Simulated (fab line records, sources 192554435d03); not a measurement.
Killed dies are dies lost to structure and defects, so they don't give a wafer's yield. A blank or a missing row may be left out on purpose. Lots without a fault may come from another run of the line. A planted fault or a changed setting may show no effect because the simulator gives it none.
Chamber matching | flow n5_finfet | N5_BEOL_M4_DEP_57 on pecvd-02: 3 sister chambers
The step deposits SiCN from 3MS/NH3, target thk 8 nm, time 14 s. 3 wafers are shown with their chamber, then 12 later ones without.

WAFERS WITH THEIR CHAMBER
wafer  | chamber | showerhead_plenum_p_Torr (Torr)
L087.5 | 1       | 3.643
L090.4 | 2       | 3.665
L090.6 | 0       | 3.646

WAFERS WITHOUT THEIR CHAMBER
wafer  | showerhead_plenum_p_Torr (Torr)
L092.4 | 3.669
L092.5 | 3.651
L092.6 | 3.654
L094.2 | 3.649
L094.4 | 3.651
L094.6 | 3.681
L095.1 | 3.661
L095.4 | 3.673
L095.5 | 3.642
L096.2 | 3.658
L096.4 | 3.675
L096.6 | 3.667

WHICH CHAMBER EACH WENT THROUGH
wafer  | from the rows above          | in truth
L092.4 | 2                            | 2
L092.5 | can't be placed: 0 or 1 or 2 | 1
L092.6 | can't be placed: 0 or 1 or 2 | 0
L094.2 | can't be placed: 0 or 1 or 2 | 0
L094.4 | can't be placed: 0 or 1 or 2 | 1
L094.6 | 2                            | 2
L095.1 | can't be placed: 2 or 0 or 1 | 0
L095.4 | 2                            | 2
L095.5 | can't be placed: 1 or 0      | 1
L096.2 | can't be placed: 2 or 0 or 1 | 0
L096.4 | 2                            | 2
L096.6 | 2                            | 2
Placed correctly: 5 of 12. Can't be placed from these rows: 7 (the true chamber is among the candidates in 7). Placed wrongly: 0.
How it was worked out, from the rows above alone: a wafer's distance from a chamber is the root of the sum, over the readings, of the square of ((its reading less the chamber's mean) divided by the reading's scatter). The wafer belongs to the nearest chamber; if the next one is less than 2 further off, it can't be placed. A chamber's mean is the mean of its shown wafers. The scatter: with one shown wafer a chamber, the root of the mean of the squares of how far each hidden wafer lies from its nearest shown one.
